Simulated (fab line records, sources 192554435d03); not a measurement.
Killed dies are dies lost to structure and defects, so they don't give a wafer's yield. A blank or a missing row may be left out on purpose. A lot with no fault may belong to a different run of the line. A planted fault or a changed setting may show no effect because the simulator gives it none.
Comparing a struck lot with a sound one ; flow n5Finfet ; 38 steps out of a route of 1938
Sound: the wafers L647.1, L647.3, L647.5. Struck: wafer L656.6; the same lot's L656.1 was not struck, so it is left out; see the end for the cause.
Order at every step that has rows: each side's tool, ch and its chambers, its first start. Under that, the readings that differ: sound wafers ; struck wafers ; difference of the means ; sigmas: that difference in standard deviations of wafers without a fault.
alike: words and numbers the same on both sides, and readings whose means are apart by under 2 such deviations; not compared: readings that were withheld, readings missing a value for some wafer, numbers with overlapping values and no deviation given by the record, and bounds like >300 which may hide the same value.
The two part at a step that has a row with sigmas, a row that says differs or no value, or rows on one side only. Numbers that don't overlap but have no deviation are shown without sigmas and don't part them. Lack of a reading on every wafer of one side parts them only where that side has two or more wafers.

first, 9 steps without rows for these wafers: N5_BEOL_M0_ANNEAL_135 (time 60 s); N5_BEOL_M0_SPUTTER_141 (material Cu, target thk 4 nm, time 7.37 s); N5_BEOL_M0_ECD_118 (material Cu, target thk 300 nm); N5_BEOL_M0_ANNEAL_119 (time 90 s); N5_BEOL_M0_CMP_120 (polishes, stops on SiOC, t overpolish 6.9 s); N5_BEOL_M0_PRE_CLEAN_131 (time 15 s); N5_BEOL_M0_CO_CAP_123 (material Co, precursor CCTBA/H2, target thk 2 nm, time 102.1 s); N5_BEOL_M0_PRE_CLEAN_124 (time 15 s); N5_BEOL_M0_DEP_125 (deposits SiCN from 3MS/NH3, target thk 8 nm, time 14 s).
N5_BEOL_M1_ILD_DEP_00: deposits SiOC from DEMS/O2, target thk 79 nm, time 15.3 s.
  sound on pecvd-01 ch 0,2, day 9 01:11; struck on pecvd-01 ch 1, day 11 07:21
reading;sound;struck;difference;sigmas
model.SiOC_of_BEOL_M1_ILD_DEP_00.thkNm (nm);77.8 78.6 80;48.4;-30.4;
  alike: heaterPowerW, showerheadPlenumPTorr, throttleValvePct
N5_BEOL_M1_THK_MEAS_01:
  struck on filmMetro-01, day 11 07:25; sound on filmMetro-01, day 9 01:16
reading;sound;struck;difference;sigmas
M1_ILD_THK (nm);77.8 78.6 80.0;48.4;-30.4;-31
then, 24 steps without rows for these wafers: N5_BEOL_M1_PECVD_72 (deposits SiO2 from TEOS/O2, target thk 16 nm, time 18 s); N5_BEOL_M1_HM_DEP_02 (deposits TiN, target thk 20 nm); N5_BEOL_M1_COAT_61 (time 60 s, resist thk 60 nm); N5_BEOL_M1_COAT_62 (time 60 s, resist thk 12 nm); N5_BEOL_M1_COAT_73 (time 60 s, resist thk 5 nm); N5_BEOL_M1_COAT_05 (resist thk 30 nm); N5_BEOL_M1_EBR_07; N5_BEOL_M1_SOFTBAKE_06 (time 60 s); N5_BEOL_M1_EXPOSE_08 (exposes mask M1); N5_BEOL_M1_PEB_09 (peb time 60 s); N5_BEOL_M1_DEVELOP_10 (develop time 30 s); N5_BEOL_M1_DESCUM_16 (chemistry O2, time 7 s); N5_BEOL_M1_ETCH_74 (etches underlayer in N2/H2, target depth 6.5 nm, time 5.2 s); N5_BEOL_M1_ETCH_63 (etches SiARC in CF4, target depth 15.6 nm, time 26 s); N5_BEOL_M1_ETCH_64 (etches SOC in N2/H2, target depth 75 nm, overetch 15 nm, time 112.5 s); N5_BEOL_M1_STRIP_65 (strips in N2/H2); N5_BEOL_M1_STRIP_75 (strips in N2/H2); N5_BEOL_M1_STRIP_66 (strips in CF4); N5_BEOL_M1_HM_OPEN_17 (chemistry Cl2/BCl3, target TiN, target depth 20 nm, overetch 6 nm); N5_BEOL_M1_STRIP_19 (strips in O2); N5_BEOL_M1_COAT_67 (time 60 s, resist thk 60 nm); N5_BEOL_M1_COAT_68 (time 60 s, resist thk 12 nm); N5_BEOL_M1_COAT_76 (time 60 s, resist thk 5 nm); N5_BEOL_M1_COAT_22 (resist thk 30 nm).
N5_BEOL_M1_CMP_52: polishes, stops on SiOC, t overpolish 6.8 s, target thk 40 nm.
  sound on cmp-01 ch 1,2, day 9 08:28; struck on cmp-01 ch 1, day 11 20:53
reading;sound;struck;difference;sigmas
model.Cu_of_BEOL_M1_ECD_50.thkNm (nm);39.6 38 41;9.8;-29.7;
model.SiOC_of_BEOL_M1_ILD_DEP_00.thkNm (nm);76.8 77.6 79;47.4;-30.4;
  alike: motorCurrentA, slurryFilterDpKPa
N5_BEOL_M4_RC_MEAS_101:
  the record has rows for the sound wafers here (prober-02 ch 0, day 11 11:54) and none for the struck ones
-- a jump in the record: the struck wafers' starts before and after are 7 days apart (it breaks off in module BEOL_M4 and resumes in module PASSIVATION, where the first step shown is number 1936 of the route) --
N5_PASSIVATION_PROBE_49:
  struck on prober-01, day 19 06:26; sound on prober-02, day 15 21:19
reading;sound;struck;difference;sigmas
defectLimitedYield (%);91.1 90.6 90.6;0;-91;-65
killed_at_M0_to_M3;39 28 42;1094;+1058;+96
killed_at_M4_up;11 9 7;29;+20;+4
killedDies;105 111 111;1180;+1071;+63
killedOnRim;18 18 22;152;+133;+35
sort_bin_5_function (%);5.4 5.0 5.7;71.4;+66.0;+69
sortNPass;1075 1069 1069;0;-1071;-63
sortYieldPct (%);91.1 90.6 90.6;0;-91;-65
  alike: killedAtContacts, killedAtFrontEnd, killedAtOther, killedOpen, killedShort, sort_bin_6_memory

WHERE THEY PART
At N5_BEOL_M1_THK_MEAS_01 first; at N5_PASSIVATION_PROBE_49 last (within this record only).

WHY: what the simulator had put in
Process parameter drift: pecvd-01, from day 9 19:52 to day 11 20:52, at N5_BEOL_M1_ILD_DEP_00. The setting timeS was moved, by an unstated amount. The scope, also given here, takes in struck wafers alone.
